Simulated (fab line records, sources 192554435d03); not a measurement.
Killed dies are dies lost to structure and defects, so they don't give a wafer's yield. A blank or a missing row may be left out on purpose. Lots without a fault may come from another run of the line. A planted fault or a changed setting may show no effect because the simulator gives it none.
Which tool did it? | flow n5_finfet | 22 lots, 66 wafers sampled, at 6 steps of a route of 1938

WHAT THE GAUGES READ, wafer by wafer
The record holds no reading of a measuring or inspecting step that can be judged against a usual standard deviation.

WHICH TOOL RAN EACH LOT (tool, then ch and the chambers of the sampled wafers, then the start)
lot  | N5_GATE_CUT_VAPOR_ETCH_60         | N5_GATE_CUT_STRIP_59               | N5_GATE_CUT_ETCH_19                | N5_GATE_CUT_CUT_ETCH_53           | N5_GATE_CUT_VAPOR_ETCH_48         | N5_MOL_CONTACT_COAG_DESCUM_13
L074 | rie_metal-02 ch 0,1, day 4 12:17  | rie_diel-01 ch 0,2, day 4 12:26    | rie_diel-02 ch 0,2,3, day 4 16:08  | rie_metal-03 ch 0,1, day 4 16:14  | rie_metal-03 ch 0,1, day 4 16:25  | rie_diel-03 ch 0,2, day 4 19:49
L075 | rie_metal-02 ch 0, day 4 19:16    | rie_diel-02 ch 1,2, day 4 19:29    | rie_diel-02 ch 0,1, day 4 23:22    | rie_metal-02 ch 0,1, day 4 23:29  | rie_metal-02 ch 0,1, day 4 23:40  | rie_diel-03 ch 0,1,2, day 5 03:14
L076 | rie_metal-03 ch 0,1, day 4 19:56  | rie_diel-06 ch 1,2, day 4 20:05    | rie_diel-02 ch 0,1,2, day 5 00:37  | rie_metal-01 ch 0,1, day 5 00:45  | rie_metal-01 ch 0,1, day 5 00:55  | rie_diel-05 ch 1,3, day 5 04:37
L077 | rie_metal-03 ch 0,1, day 5 07:31  | rie_diel-06 ch 0,1,3, day 5 07:52  | rie_diel-06 ch 0,1,3, day 5 11:28  | rie_metal-03 ch 0,1, day 5 11:33  | rie_metal-03 ch 0,1, day 5 11:43  | rie_diel-05 ch 0,1,2, day 5 15:40
L078 | rie_metal-01 ch 0,1, day 5 08:29  | rie_diel-02 ch 0,2, day 5 08:38    | rie_diel-02 ch 1,2,3, day 5 12:14  | rie_metal-03 ch 1, day 5 12:21    | rie_metal-03 ch 1, day 5 12:32    | rie_diel-05 ch 1,2, day 5 16:25
L079 | rie_metal-02 ch 0,1, day 5 19:22  | rie_diel-06 ch 0,3, day 5 19:35    | rie_diel-06 ch 2,3, day 5 23:17    | rie_metal-03 ch 0,1, day 5 23:23  | rie_metal-03 ch 0,1, day 5 23:34  | rie_diel-04 ch 0,2, day 6 02:56
L080 | rie_metal-03 ch 0,1, day 5 20:02  | rie_diel-01 ch 0,1,2, day 5 20:13  | rie_diel-06 ch 0,1,2, day 6 01:01  | rie_metal-02 ch 0,1, day 6 01:07  | rie_metal-02 ch 0,1, day 6 01:18  | rie_diel-03 ch 1,2,3, day 6 04:44
L081 | rie_metal-03 ch 0,1, day 6 02:39  | rie_diel-06 ch 0,2,3, day 6 02:59  | rie_diel-02 ch 2,3, day 6 06:58    | rie_metal-03 ch 0,1, day 6 07:05  | rie_metal-03 ch 0,1, day 6 07:16  | rie_diel-03 ch 0,1, day 6 11:14
L082 | rie_metal-01 ch 0,1, day 6 08:37  | rie_diel-02 ch 0,2,3, day 6 08:47  | rie_diel-02 ch 1,3, day 6 12:53    | rie_metal-02 ch 1, day 6 13:00    | rie_metal-02 ch 1, day 6 13:22    | rie_diel-05 ch 0,1,3, day 6 16:47
L083 | rie_metal-01 ch 0,1, day 6 15:05  | rie_diel-06 ch 1,2, day 6 15:15    | rie_diel-01 ch 2,3, day 6 18:56    | rie_metal-01 ch 0,1, day 6 19:02  | rie_metal-01 ch 0,1, day 6 19:13  | rie_diel-05 ch 0,1,3, day 6 23:10
L085 | rie_metal-03 ch 0,1, day 7 02:20  | rie_diel-06 ch 2,3, day 7 02:29    | rie_diel-06 ch 1,2, day 7 06:43    | rie_metal-02 ch 1, day 7 06:50    | rie_metal-02 ch 1, day 7 07:11    | rie_diel-03 ch 1,2,3, day 7 10:47
L086 | rie_metal-01 ch 0,1, day 7 13:25  | rie_diel-02 ch 0,2,3, day 7 13:34  | rie_diel-06 ch 1,2,3, day 7 17:09  | rie_metal-02 ch 1, day 7 17:16    | rie_metal-02 ch 1, day 7 17:37    | rie_diel-04 ch 0,2,3, day 7 20:55
L087 | rie_metal-03 ch 0,1, day 7 14:01  | rie_diel-01 ch 0,1,3, day 7 14:10  | rie_diel-02 ch 1,2,3, day 7 17:52  | rie_metal-01 ch 0,1, day 7 17:59  | rie_metal-01 ch 0,1, day 7 18:10  | rie_diel-05 ch 1,2, day 7 21:32
L088 | rie_metal-03 ch 0,1, day 8 00:55  | rie_diel-06 ch 0,1,3, day 8 01:10  | rie_diel-02 ch 0,2,3, day 8 05:03  | rie_metal-01 ch 0,1, day 8 05:13  | rie_metal-01 ch 0,1, day 8 05:24  | rie_diel-04 ch 0,2,3, day 8 08:56
L089 | rie_metal-01 ch 1, day 8 08:28    | rie_diel-06 ch 1,2, day 8 08:37    | rie_diel-02 ch 1,2,3, day 8 12:28  | rie_metal-01 ch 0,1, day 8 12:34  | rie_metal-01 ch 0,1, day 8 12:44  | rie_diel-04 ch 0,1,2, day 8 16:38
L091 | rie_metal-01 ch 0,1, day 8 16:14  | rie_diel-06 ch 0,2,3, day 8 16:23  | rie_diel-06 ch 0,2,3, day 8 19:57  | rie_metal-02 ch 0,1, day 8 20:04  | rie_metal-02 ch 0,1, day 8 20:14  | rie_diel-04 ch 0,1,2, day 8 23:56
L090 | rie_metal-03 ch 1, day 8 21:40    | rie_diel-01 ch 0,2,3, day 8 21:52  | rie_diel-01 ch 0,1,3, day 9 04:50  | rie_metal-03 ch 1, day 9 04:56    | rie_metal-03 ch 1, day 9 05:18    | rie_diel-03 ch 0,1,2, day 9 08:36
L093 | rie_metal-02 ch 0,1, day 9 03:14  | rie_diel-02 ch 0,1,2, day 9 03:23  | rie_diel-01 ch 0,1,3, day 9 07:19  | rie_metal-02 ch 0,1, day 9 07:25  | rie_metal-02 ch 0,1, day 9 07:36  | rie_diel-05 ch 1,3, day 9 10:58
L094 | rie_metal-01 ch 1, day 9 11:34    | rie_diel-06 ch 1,2,3, day 9 11:44  | rie_diel-06 ch 1,3, day 9 15:43    | rie_metal-03 ch 0, day 9 15:50    | rie_metal-03 ch 0, day 9 16:11    | rie_diel-05 ch 1,2,3, day 9 20:04
L095 | rie_metal-02 ch 0,1, day 9 14:44  | rie_diel-01 ch 1,2,3, day 9 14:54  | rie_diel-06 ch 1,2,3, day 9 18:30  | rie_metal-03 ch 0, day 9 18:37    | rie_metal-03 ch 0, day 9 18:58    | rie_diel-03 ch 1,2,3, day 9 23:43
L096 | rie_metal-03 ch 0, day 10 00:17   | rie_diel-02 ch 1,2,3, day 10 00:28 | rie_diel-01 ch 1,2,3, day 10 04:23 | rie_metal-01 ch 1, day 10 04:29   | rie_metal-01 ch 1, day 10 04:51   | rie_diel-04 ch 0,1, day 10 08:56
L097 | rie_metal-02 ch 0,1, day 10 02:52 | rie_diel-01 ch 0,1,2, day 10 03:01 | rie_diel-02 ch 2,3, day 10 06:41   | rie_metal-02 ch 0,1, day 10 06:48 | rie_metal-02 ch 0,1, day 10 06:59 | rie_diel-05 ch 1,2,3, day 10 10:34
- N5_GATE_CUT_VAPOR_ETCH_60: etches HfO2 in BCl3/Cl2.
- N5_GATE_CUT_STRIP_59: strips in N2/H2, time 20 s.
- N5_GATE_CUT_ETCH_19: etches SiNx in CH3F/O2, target depth 53.7 nm, time 76.7 s.
- N5_GATE_CUT_CUT_ETCH_53: etches W in SF6/Cl2, target depth 79.2 nm.
- N5_GATE_CUT_VAPOR_ETCH_48: etches TiN in BCl3/Cl2.
- N5_MOL_CONTACT_COAG_DESCUM_13: chemistry O2, time 7 s.

WHAT THE TOOLS THEMSELVES READ (means of the sampled wafers that have a number; where no wafer has one, the mark that the record gives instead)
N5_GATE_CUT_VAPOR_ETCH_60. Usual: drypump_motor_current_A 5.7 A, standard deviation 0.48; oes_product_au 0.76 a.u., standard deviation 0.12.
lot  | tool         | drypump_motor_current_A (A) | oes_product_au (a.u.) | flag
L074 | rie_metal-02 | 5.3                         | 0.94                  |
L075 | rie_metal-02 | 5.0                         | 0.94                  |
L076 | rie_metal-03 | 5.4                         | 0.71                  |
L077 | rie_metal-03 | 5.3                         | 0.70                  |
L078 | rie_metal-01 | 6.2                         | 0.68                  |
L079 | rie_metal-02 | 5.3                         | 0.92                  |
L080 | rie_metal-03 | 5.3                         | 0.70                  |
L081 | rie_metal-03 | 5.4                         | 0.77                  |
L082 | rie_metal-01 | 6.2                         | 0.68                  |
L083 | rie_metal-01 | 6.2                         | 0.67                  |
L085 | rie_metal-03 | 5.4                         | 0.77                  |
L086 | rie_metal-01 | 6.3                         | 0.63                  |
L087 | rie_metal-03 | 5.4                         | 0.69                  |
L088 | rie_metal-03 | 5.3                         | 0.69                  |
L089 | rie_metal-01 | 6.0                         | 0.71                  |
L091 | rie_metal-01 | 6.2                         | 0.67                  |
L090 | rie_metal-03 | 5.3                         | 0.62                  |
L093 | rie_metal-02 | 5.3                         | 0.89                  |
L094 | rie_metal-01 | 6.0                         | 0.71                  |
L095 | rie_metal-02 | 5.3                         | 0.88                  |
L096 | rie_metal-03 | 5.4                         | 0.81                  |
L097 | rie_metal-02 | 5.6                         | 0.87                  |

N5_GATE_CUT_STRIP_59. Usual: drypump_motor_current_A 6.0 A, standard deviation 0.45; oes_product_au 0.75 a.u., standard deviation 0.052; rf_vpp_V 45.3 V, standard deviation 0.82; showerhead_plenum_p_Torr 3.32 Torr, standard deviation 0.13; throttle_valve_pct 12.33 %, standard deviation 0.23.
lot  | tool        | drypump_motor_current_A (A) | oes_product_au (a.u.) | rf_vpp_V (V) | showerhead_plenum_p_Torr (Torr) | throttle_valve_pct (%) | flag
L074 | rie_diel-01 | 5.6                         | 0.80                  | 45.2         | 3.41                            | 12.25                  |
L075 | rie_diel-02 | 6.0                         | 0.80                  | 45.2         | 3.40                            | 12.13                  |
L076 | rie_diel-06 | 5.7                         | 0.77                  | 45.2         | 3.39                            | 12.15                  |
L077 | rie_diel-06 | 6.2                         | 0.75                  | 45.6         | 3.24                            | 12.25                  |
L078 | rie_diel-02 | 6.7                         | 0.76                  | 45.1         | 3.16                            | 12.20                  |
L079 | rie_diel-06 | 6.2                         | 0.70                  | 45.3         | 3.30                            | 12.33                  |
L080 | rie_diel-01 | 5.6                         | 0.75                  | 46.1         | 3.38                            | 12.43                  |
L081 | rie_diel-06 | 6.1                         | 0.72                  | 45.9         | 3.36                            | 12.35                  |
L082 | rie_diel-02 | 6.6                         | 0.75                  | 44.9         | 3.19                            | 12.35                  |
L083 | rie_diel-06 | 5.9                         | 0.78                  | 44.7         | 3.27                            | 12.11                  |
L085 | rie_diel-06 | 6.3                         | 0.73                  | 45.1         | 3.31                            | 12.46                  |
L086 | rie_diel-02 | 6.6                         | 0.83                  | 44.8         | 3.32                            | 12.16                  |
L087 | rie_diel-01 | 5.9                         | 0.71                  | 45.2         | 3.35                            | 12.55                  |
L088 | rie_diel-06 | 6.2                         | 0.73                  | 44.9         | 3.23                            | 12.31                  |
L089 | rie_diel-06 | 5.7                         | 0.75                  | 45.5         | 3.38                            | 12.21                  |
L091 | rie_diel-06 | 6.1                         | 0.71                  | 45.2         | 3.35                            | 12.40                  |
L090 | rie_diel-01 | 5.9                         | 0.74                  | 45.5         | 3.37                            | 12.40                  |
L093 | rie_diel-02 | 6.3                         | 0.83                  | 45.5         | 3.40                            | 12.03                  |
L094 | rie_diel-06 | 6.1                         | 0.74                  | 45.8         | 3.29                            | 12.33                  |
L095 | rie_diel-01 | 5.7                         | 0.71                  | 45.0         | 3.36                            | 12.47                  |
L096 | rie_diel-02 | 6.2                         | 0.74                  | 45.5         | 3.28                            | 12.39                  |
L097 | rie_diel-01 | 5.7                         | 0.73                  | 44.8         | 3.36                            | 12.51                  |

N5_GATE_CUT_ETCH_19. Usual: drypump_motor_current_A 6.1 A, standard deviation 0.47; etch_rf_on_time_s 78.0 s, standard deviation 0.76; mfc_ar_sccm 150.0 sccm, standard deviation 0.47; oes_product_au 0.64 a.u., standard deviation 0.054; rf_vpp_V 298 V, standard deviation 3.6; showerhead_plenum_p_Torr 1.96 Torr, standard deviation 0.09; throttle_valve_pct 16.41 %, standard deviation 0.22.
lot  | tool        | drypump_motor_current_A (A) | etch_rf_on_time_s (s) | mfc_ar_sccm (sccm) | oes_product_au (a.u.) | rf_vpp_V (V) | showerhead_plenum_p_Torr (Torr) | throttle_valve_pct (%) | flag
L074 | rie_diel-02 | 6.5                         | 77.6                  | 150.1              | 0.64                  | 294          | 1.90                            | 16.43                  |
L075 | rie_diel-02 | 5.9                         | 78.6                  | 150.2              | 0.64                  | 298          | 2.03                            | 16.28                  |
L076 | rie_diel-02 | 6.4                         | 79.0                  | 150.5              | 0.65                  | 296          | 1.96                            | 16.31                  |
L077 | rie_diel-06 | 6.2                         | 77.9                  | 150.0              | 0.63                  | 298          | 1.90                            | 16.33                  |
L078 | rie_diel-02 | 6.1                         | 77.7                  | 149.9              | 0.66                  | 298          | 1.96                            | 16.47                  |
L079 | rie_diel-06 | 5.9                         | 78.7                  | 149.6              | 0.63                  | 298          | 2.01                            | 16.41                  |
L080 | rie_diel-06 | 5.9                         | 78.1                  | 149.9              | 0.64                  | 301          | 1.97                            | 16.30                  |
L081 | rie_diel-02 | 6.5                         | 77.5                  | 150.5              | 0.66                  | 295          | 1.88                            | 16.48                  |
L082 | rie_diel-02 | 5.7                         | 78.5                  | 149.9              | 0.64                  | 299          | 2.03                            | 16.45                  |
L083 | rie_diel-01 | 6.0                         | 77.5                  | 149.9              | 0.62                  | 296          | 1.99                            | 16.38                  |
L085 | rie_diel-06 | 5.9                         | 78.5                  | 150.0              | 0.66                  | 303          | 1.93                            | 16.25                  |
L086 | rie_diel-06 | 6.1                         | 77.7                  | 149.7              | 0.64                  | 299          | 1.94                            | 16.36                  |
L087 | rie_diel-02 | 6.2                         | 78.4                  | 149.5              | 0.64                  | 297          | 1.95                            | 16.48                  |
L088 | rie_diel-02 | 6.5                         | 77.8                  | 149.6              | 0.70                  | 296          | 1.97                            | 16.33                  |
L089 | rie_diel-02 | 6.2                         | 78.3                  | 150.0              | 0.64                  | 297          | 1.95                            | 16.50                  |
L091 | rie_diel-06 | 6.1                         | 78.2                  | 149.9              | 0.60                  | 298          | 1.97                            | 16.45                  |
L090 | rie_diel-01 | 5.9                         | 77.9                  | 150.3              | 0.60                  | 298          | 1.98                            | 16.67                  |
L093 | rie_diel-01 | 5.9                         | 78.8                  | 150.1              | 0.59                  | 298          | 1.98                            | 16.69                  |
L094 | rie_diel-06 | 6.4                         | 77.7                  | 149.8              | 0.62                  | 298          | 1.86                            | 16.42                  |
L095 | rie_diel-06 | 6.1                         | 78.0                  | 149.9              | 0.63                  | 300          | 1.93                            | 16.40                  |
L096 | rie_diel-01 | 5.8                         | 78.0                  | 150.1              | 0.61                  | 298          | 1.99                            | 16.57                  |
L097 | rie_diel-02 | 6.4                         | 77.8                  | 150.0              | 0.62                  | 296          | 1.89                            | 16.64                  |

N5_GATE_CUT_CUT_ETCH_53. Usual: drypump_motor_current_A 5.7 A, standard deviation 0.46; etch_rf_on_time_s 26.2 s, standard deviation 0.44; oes_product_au 0.69 a.u., standard deviation 0.11; throttle_valve_pct 28.88 %, standard deviation 0.29.
lot  | tool         | drypump_motor_current_A (A) | etch_rf_on_time_s (s) | oes_product_au (a.u.) | throttle_valve_pct (%) | flag
L074 | rie_metal-03 | 5.4                         | 26.3                  | 0.69                  | 29.05                  |
L075 | rie_metal-02 | 5.6                         | 25.6                  | 0.84                  | 28.51                  |
L076 | rie_metal-01 | 6.2                         | 26.6                  | 0.62                  | 29.04                  |
L077 | rie_metal-03 | 5.4                         | 26.5                  | 0.69                  | 29.05                  |
L078 | rie_metal-03 | 5.3                         | 26.4                  | 0.56                  | 29.23                  |
L079 | rie_metal-03 | 5.4                         | 26.5                  | 0.68                  | 29.05                  |
L080 | rie_metal-02 | 5.6                         | 25.5                  | 0.83                  | 28.51                  |
L081 | rie_metal-03 | 5.4                         | 26.7                  | 0.61                  | 29.14                  |
L082 | rie_metal-02 | 5.9                         | 25.4                  | 0.82                  | 28.39                  |
L083 | rie_metal-01 | 6.4                         | 26.3                  | 0.58                  | 29.10                  |
L085 | rie_metal-02 | 5.9                         | 25.6                  | 0.80                  | 28.41                  |
L086 | rie_metal-02 | 5.9                         | 25.9                  | 0.80                  | 28.42                  |
L087 | rie_metal-01 | 6.2                         | 26.4                  | 0.62                  | 29.05                  |
L088 | rie_metal-01 | 6.2                         | 26.5                  | 0.61                  | 29.05                  |
L089 | rie_metal-01 | 6.2                         | 26.5                  | 0.60                  | 29.05                  |
L091 | rie_metal-02 | 5.3                         | 25.6                  | 0.81                  | 28.64                  |
L090 | rie_metal-03 | 5.3                         | 26.2                  | 0.55                  | 29.24                  |
L093 | rie_metal-02 | 5.3                         | 25.8                  | 0.80                  | 28.64                  |
L094 | rie_metal-03 | 5.5                         | 26.3                  | 0.73                  | 28.97                  |
L095 | rie_metal-03 | 5.4                         | 26.6                  | 0.72                  | 28.97                  |
L096 | rie_metal-01 | 6.0                         | 26.1                  | 0.64                  | 29.01                  |
L097 | rie_metal-02 | 5.6                         | 25.8                  | 0.78                  | 28.53                  |

N5_GATE_CUT_VAPOR_ETCH_48. Usual: drypump_motor_current_A 5.7 A, standard deviation 0.46; oes_product_au 0.77 a.u., standard deviation 0.12.
lot  | tool         | drypump_motor_current_A (A) | oes_product_au (a.u.) | flag
L074 | rie_metal-03 | 5.4                         | 0.78                  |
L075 | rie_metal-02 | 5.6                         | 0.94                  |
L076 | rie_metal-01 | 6.2                         | 0.68                  |
L077 | rie_metal-03 | 5.4                         | 0.78                  |
L078 | rie_metal-03 | 5.3                         | 0.63                  |
L079 | rie_metal-03 | 5.4                         | 0.77                  |
L080 | rie_metal-02 | 5.6                         | 0.92                  |
L081 | rie_metal-03 | 5.4                         | 0.69                  |
L082 | rie_metal-02 | 5.9                         | 0.90                  |
L083 | rie_metal-01 | 6.4                         | 0.63                  |
L085 | rie_metal-02 | 5.9                         | 0.89                  |
L086 | rie_metal-02 | 5.9                         | 0.88                  |
L087 | rie_metal-01 | 6.2                         | 0.66                  |
L088 | rie_metal-01 | 6.2                         | 0.67                  |
L089 | rie_metal-01 | 6.2                         | 0.66                  |
L091 | rie_metal-02 | 5.3                         | 0.90                  |
L090 | rie_metal-03 | 5.3                         | 0.62                  |
L093 | rie_metal-02 | 5.2                         | 0.88                  |
L094 | rie_metal-03 | 5.4                         | 0.82                  |
L095 | rie_metal-03 | 5.4                         | 0.82                  |
L096 | rie_metal-01 | 6.0                         | 0.70                  |
L097 | rie_metal-02 | 5.6                         | 0.87                  |

N5_MOL_CONTACT_COAG_DESCUM_13. Usual: drypump_motor_current_A 5.7 A, standard deviation 0.62; o2_flow_sccm 225.0 sccm, standard deviation 0.73; oes_product_au 0.82 a.u., standard deviation 0.087; rf_vpp_V 243.1 V, standard deviation 1.3; showerhead_plenum_p_Torr 2.09 Torr, standard deviation 0.064; throttle_valve_pct 20.38 %, standard deviation 0.27.
lot  | tool        | drypump_motor_current_A (A) | o2_flow_sccm (sccm) | oes_product_au (a.u.) | rf_vpp_V (V) | showerhead_plenum_p_Torr (Torr) | throttle_valve_pct (%) | flag
L074 | rie_diel-03 | 5.5                         | 224.6               | 0.75                  | 242.2        | 2.01                            | 20.68                  |
L075 | rie_diel-03 | 5.2                         | 224.8               | 0.83                  | 241.6        | 2.03                            | 20.58                  |
L076 | rie_diel-05 | 5.6                         | 224.9               | 0.84                  | 243.0        | 2.09                            | 20.28                  |
L077 | rie_diel-05 | 5.7                         | 224.4               | 0.86                  | 244.5        | 2.14                            | 20.22                  |
L078 | rie_diel-05 | 6.2                         | 225.7               | 0.84                  | 244.2        | 2.14                            | 20.25                  |
L079 | rie_diel-04 | 5.3                         | 224.9               | 0.70                  | 241.3        | 2.02                            | 20.56                  |
L080 | rie_diel-03 | 4.9                         | 225.0               | 0.90                  | 241.9        | 2.04                            | 20.37                  |
L081 | rie_diel-03 | 5.0                         | 224.2               | 0.81                  | 242.8        | 2.01                            | 20.54                  |
L082 | rie_diel-05 | 5.4                         | 224.5               | 0.84                  | 243.3        | 2.11                            | 20.26                  |
L083 | rie_diel-05 | 5.4                         | 224.7               | 0.83                  | 243.7        | 2.11                            | 20.26                  |
L085 | rie_diel-03 | 5.0                         | 226.5               | 0.87                  | 242.4        | 2.04                            | 20.38                  |
L086 | rie_diel-04 | 5.8                         | 223.9               | 0.72                  | 242.9        | 2.08                            | 20.63                  |
L087 | rie_diel-05 | 5.9                         | 225.0               | 0.78                  | 243.6        | 2.14                            | 20.40                  |
L088 | rie_diel-04 | 5.8                         | 226.3               | 0.71                  | 242.1        | 2.08                            | 20.64                  |
L089 | rie_diel-04 | 5.8                         | 225.1               | 0.77                  | 242.2        | 2.06                            | 20.39                  |
L091 | rie_diel-04 | 5.8                         | 225.4               | 0.77                  | 242.3        | 2.06                            | 20.39                  |
L090 | rie_diel-03 | 5.2                         | 225.2               | 0.88                  | 243.5        | 2.10                            | 20.47                  |
L093 | rie_diel-05 | 5.6                         | 224.8               | 0.79                  | 242.7        | 2.07                            | 20.35                  |
L094 | rie_diel-05 | 5.9                         | 224.6               | 0.80                  | 243.1        | 2.10                            | 20.34                  |
L095 | rie_diel-03 | 5.0                         | 224.5               | 0.84                  | 242.5        | 2.03                            | 20.42                  |
L096 | rie_diel-04 | 6.3                         | 224.9               | 0.82                  | 243.5        | 2.11                            | 20.22                  |
L097 | rie_diel-05 | 5.9                         | 224.5               | 0.79                  | 243.0        | 2.10                            | 20.33                  |

THE ANSWER, worked out from the rows above alone
Rule: a lot is off if the mean of its wafers that have a number lies more than 3 standard deviations from the usual mean. A lot without any number at a reading at which 4 lots or more have one is off too. The other lots that the step has rows for count as sound. The gauges are gone through in route order, then the tools' own readings, and for those a lot's mean is taken as printed above. The first step at which some lot is off is used, and at that step the reading that is off furthest; a lot without a number counts as furthest.
No lot is off at any reading shown: from this, nothing can be told.

WHAT THE SIMULATOR HAD PUT IN
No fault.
